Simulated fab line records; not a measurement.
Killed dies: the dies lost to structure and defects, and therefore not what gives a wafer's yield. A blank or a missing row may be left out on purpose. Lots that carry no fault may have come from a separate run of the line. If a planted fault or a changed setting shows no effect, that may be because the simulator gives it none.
A lot that was struck, set against a sound lot / flow n5 finfet / 37 steps out of a route of 1938
Sound: the wafers L717.2, L717.3, L717.5. Struck: wafer L724.6. (L724.5 of the same lot was not struck and is left out.) The cause comes at the end.
Order at every step that has rows: each side's tool, ch and its chambers, its first start. Under that, the readings that differ: sound wafers / struck wafers / difference of the means / sigmas: that difference in standard deviations of wafers without a fault.
alike: same words and numbers on both sides, and readings whose means sit less than 2 such deviations apart. not compared: any withheld reading, any reading some wafer has no value for, any bound like >300 that may hide the same value, and any number with overlapping values for which the record gives no deviation.
A row with sigmas, a row that says differs or no value, or rows on one side alone: a step with any of these is where the two part. Numbers that have no deviation but don't overlap get no sigmas and don't part them. A reading that every wafer of one side lacks parts them only if that side has two wafers or more.

first, 9 steps without rows for these wafers: N5_PMOS_HMC_CHANNEL_EPI_EXPOSE_06 (exposes mask PMOS HMC BLK, target cd 240 nm); N5_PMOS_HMC_CHANNEL_EPI_PEB_07 (peb time 60 s); N5_PMOS_HMC_CHANNEL_EPI_DEVELOP_08 (develop time 30 s); N5_PMOS_HMC_CHANNEL_EPI_DESCUM_14 (chemistry O2, time 7.9 s); N5_PMOS_HMC_CHANNEL_EPI_ETCH_32 (etches BARC in N2/H2, stops on SiO2, target depth 85.8 nm, time 50.3 s); N5_PMOS_HMC_CHANNEL_EPI_HM_OPEN_15 (chemistry CHF3/O2, target SiO2, target depth 40.6 nm, time 20.3 s); N5_PMOS_HMC_CHANNEL_EPI_STRIP_33 (strips in N2/H2); N5_PMOS_HMC_CHANNEL_EPI_STRIP_17 (strips in SPM, time 750 s); N5_PMOS_HMC_CHANNEL_EPI_ETCH_38 (etches SiO2 in CF4, target depth 1.5 nm).
N5_PMOS_HMC_CHANNEL_EPI_FIN_RECESS_16: chemistry HBr/Cl2, target Si, target depth 54 nm, time 18 s.
  sound on rie si-02 ch 0,2,3, day 2 06:04; struck on rie si-02 ch 0, day 4 00:19
reading=model.PMOS_HMC_CHANNEL_EPI.feature depth nm (nm); sound=52.93 54.03 55.05; struck=34.9; difference=-19.1; sigmas=
reading=model.etch.depth nm (nm); sound=52.93 54.03 55.05; struck=34.9; difference=-19.1; sigmas=
reading=model.SiO2_of_PMOS_HMC_CHANNEL_EPI_HM_DEP_34.thk nm (nm); sound=30.41 30.34 30.34; struck=31.62; difference=+1.26; sigmas=
  alike: drypump motor current A, oes product au, throttle valve pct
  not compared: rf hours counter h
then, 1 step without rows for these wafers: N5_PMOS_HMC_CHANNEL_EPI_PRECLEAN_36 (cleans in O3/DIW, time 45 s).
N5_PMOS_HMC_CHANNEL_EPI_PRECLEAN_18: cleans in DHF, time 30 s.
  sound on wet bench-04 ch 2,3,4, day 2 06:11; struck on wet bench-04 ch 0, day 4 00:23
reading=model.SiO2_of_PMOS_HMC_CHANNEL_EPI_HM_DEP_34.thk nm (nm); sound=24.78 24.71 24.71; struck=26.08; difference=+1.35; sigmas=
then, 5 steps without rows for these wafers: N5_PMOS_HMC_CHANNEL_EPI_SRD_19 (time 30 s); N5_PMOS_HMC_CHANNEL_EPI_EPI_20 (deposits SiGe30, target thk 59 nm); N5_PMOS_HMC_CHANNEL_EPI_HM_STRIP_35 (strips SiO2 in dHF, material SiO2, target depth 39.6 nm, time 216 s); N5_PMOS_HMC_CHANNEL_EPI_SRD_39 (time 30 s); N5_PMOS_HMC_CHANNEL_EPI_CMP_21 (polishes SiGe30, target thk 54 nm).
N5_PMOS_HMC_CHANNEL_EPI_THK_MEAS_22:
  struck on film metro-02, day 4 02:35; sound on film metro-02, day 2 08:16
reading=HMC_CMP_THK (nm); sound=53.1 54.3 55.2; struck=35.1; difference=-19.1; sigmas=-24
then, 17 steps without rows for these wafers: N5_PMOS_HMC_CHANNEL_EPI_PRECLEAN_40 (cleans in DHF, time 30 s); N5_PMOS_HMC_CHANNEL_EPI_PRECLEAN_37 (cleans in O3/DIW, time 45 s); N5_PMOS_HMC_CHANNEL_EPI_PRECLEAN_24 (cleans in DHF, time 30 s); N5_PMOS_HMC_CHANNEL_EPI_SRD_25 (time 30 s); N5_PMOS_HMC_CHANNEL_EPI_EPI_26 (deposits Si from SiH4/H2, target thk 3.8 nm, time 22.7 s); N5_FIN_SAQP_PRECLEAN_42 (cleans in O3/DIW, time 60 s); N5_FIN_SAQP_PRECLEAN_00 (cleans in SC1, time 60 s); N5_FIN_SAQP_PRECLEAN_44 (cleans in SC2, time 45 s); N5_FIN_SAQP_SRD_01 (time 30 s); N5_FIN_SAQP_ALD_61 (deposits SiO2, target thk 4 nm, pulse time 1 s, purge time 2 s); N5_FIN_SAQP_DENSIFY_62 (time 60 s); N5_FIN_SAQP_HM_DEP_03 (deposits SiNx from SiH4/NH3/N2, target thk 38 nm, time 33.6 s); N5_FIN_SAQP_PECVD_47 (deposits a-Si from SiH4/He, target thk 45 nm, time 36.3 s); N5_FIN_SAQP_PECVD_48 (deposits SiNx from SiH4/NH3/N2, target thk 25 nm, time 22.1 s); N5_FIN_SAQP_PECVD_06 (deposits a-Si from SiH4/He, target thk 60 nm, time 48.1 s); N5_FIN_SAQP_HM_DEP_72 (deposits SiO2 from SiH4/N2O, target thk 12 nm, time 7.2 s); N5_FIN_SAQP_COAT_49 (time 60 s, resist thk 100 nm).
-- record jumps: 6 days separate the struck wafers' starts on either side; left off in module FIN_SAQP, taken up again in module BEOL_M4, whose first shown step is the route's number 1111 --
N5_BEOL_M4_RC_MEAS_101:
  sound on prober-01 ch 0, day 8 00:25; struck on prober-02 ch 0, day 10 02:43
reading=CJ_P; sound=6.04 5.66 5.41; struck=6.31; difference=+0.61; sigmas=+4
reading=ION_P (uA/um); sound=460 468 465; struck=383; difference=-81; sigmas=-10
  alike: DIBL_N, DIBL_P, IOFF_N, IOFF_P, ION_N, SS_N, SS_P, VT_N, VT_P
-- the record jumps here: 4 days lie between the struck wafers' starts before and after (it left off in module BEOL_M4 and takes up again in module PASSIVATION, whose first step shown is number 1936 of the route) --
N5_PASSIVATION_PROBE_49:
  record: rows for the struck wafers here (prober-01, day 14 10:16), none for the sound ones

WHERE THEY PART
Last at N5_PASSIVATION_PROBE_49 as far as this record goes, first at N5_PMOS_HMC_CHANNEL_EPI_THK_MEAS_22.

WHY: what had been put in by the simulator
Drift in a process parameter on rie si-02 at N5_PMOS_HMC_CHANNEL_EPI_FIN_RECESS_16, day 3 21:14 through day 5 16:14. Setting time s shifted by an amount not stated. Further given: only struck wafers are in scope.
